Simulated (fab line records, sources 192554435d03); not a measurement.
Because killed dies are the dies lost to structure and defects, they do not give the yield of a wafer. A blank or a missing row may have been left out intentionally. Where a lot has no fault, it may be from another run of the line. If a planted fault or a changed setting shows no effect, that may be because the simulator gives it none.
Matching of chambers || flow n5_finfet || N5_SD_EPI_N_ETCH_34 on rie_diel-01: 4 sister chambers
The step etches SiARC in CF4, target depth 45.5 nm, time 75.8 s. 4 wafers are shown with their chamber, then 10 later ones without.

== WAFERS WITH THEIR CHAMBER ==
{"wafer": "L086.4", "chamber": 1, "drypump_motor_current_A (A)": 5.6}
{"wafer": "L086.5", "chamber": 3, "drypump_motor_current_A (A)": 6.2}
{"wafer": "L087.1", "chamber": 0, "drypump_motor_current_A (A)": 5.6}
{"wafer": "L087.4", "chamber": 2, "drypump_motor_current_A (A)": 5.1}

== WAFERS WHOSE CHAMBER IS MISSING ==
{"wafer": "L087.5", "drypump_motor_current_A (A)": 5.6}
{"wafer": "L089.1", "drypump_motor_current_A (A)": 5.6}
{"wafer": "L089.2", "drypump_motor_current_A (A)": 5.0}
{"wafer": "L089.4", "drypump_motor_current_A (A)": 5.0}
{"wafer": "L091.3", "drypump_motor_current_A (A)": 5.6}
{"wafer": "L091.4", "drypump_motor_current_A (A)": 5.6}
{"wafer": "L091.6", "drypump_motor_current_A (A)": 6.2}
{"wafer": "L093.1", "drypump_motor_current_A (A)": 6.2}
{"wafer": "L093.4", "drypump_motor_current_A (A)": 5.6}
{"wafer": "L093.6", "drypump_motor_current_A (A)": 6.2}

== WHICH CHAMBER EACH WENT THROUGH ==
{"wafer": "L087.5", "from the rows above": "can't be placed: 0 or 1", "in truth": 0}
{"wafer": "L089.1", "from the rows above": "can't be placed: 0 or 1", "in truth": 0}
{"wafer": "L089.2", "from the rows above": 2, "in truth": 2}
{"wafer": "L089.4", "from the rows above": 2, "in truth": 2}
{"wafer": "L091.3", "from the rows above": "can't be placed: 0 or 1", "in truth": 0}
{"wafer": "L091.4", "from the rows above": "can't be placed: 0 or 1", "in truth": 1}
{"wafer": "L091.6", "from the rows above": 3, "in truth": 3}
{"wafer": "L093.1", "from the rows above": 3, "in truth": 3}
{"wafer": "L093.4", "from the rows above": "can't be placed: 0 or 1", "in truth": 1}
{"wafer": "L093.6", "from the rows above": 3, "in truth": 3}
Placed correctly: 5 of 10. Not placeable from these rows: 5 (in 5, the candidates include the true chamber). 0 placed wrongly.
How it was worked out, from the rows above alone: a wafer's distance from a chamber is the root of the sum, over the readings, of the square of ((its reading less the chamber's mean) divided by the reading's scatter). The wafer belongs to the nearest chamber; if the next one is less than 2 further off, it can't be placed. The mean given for a chamber averages the wafers shown for that chamber. The scatter: with one shown wafer a chamber, the root of the mean of the squares of how far each hidden wafer lies from its nearest shown one.
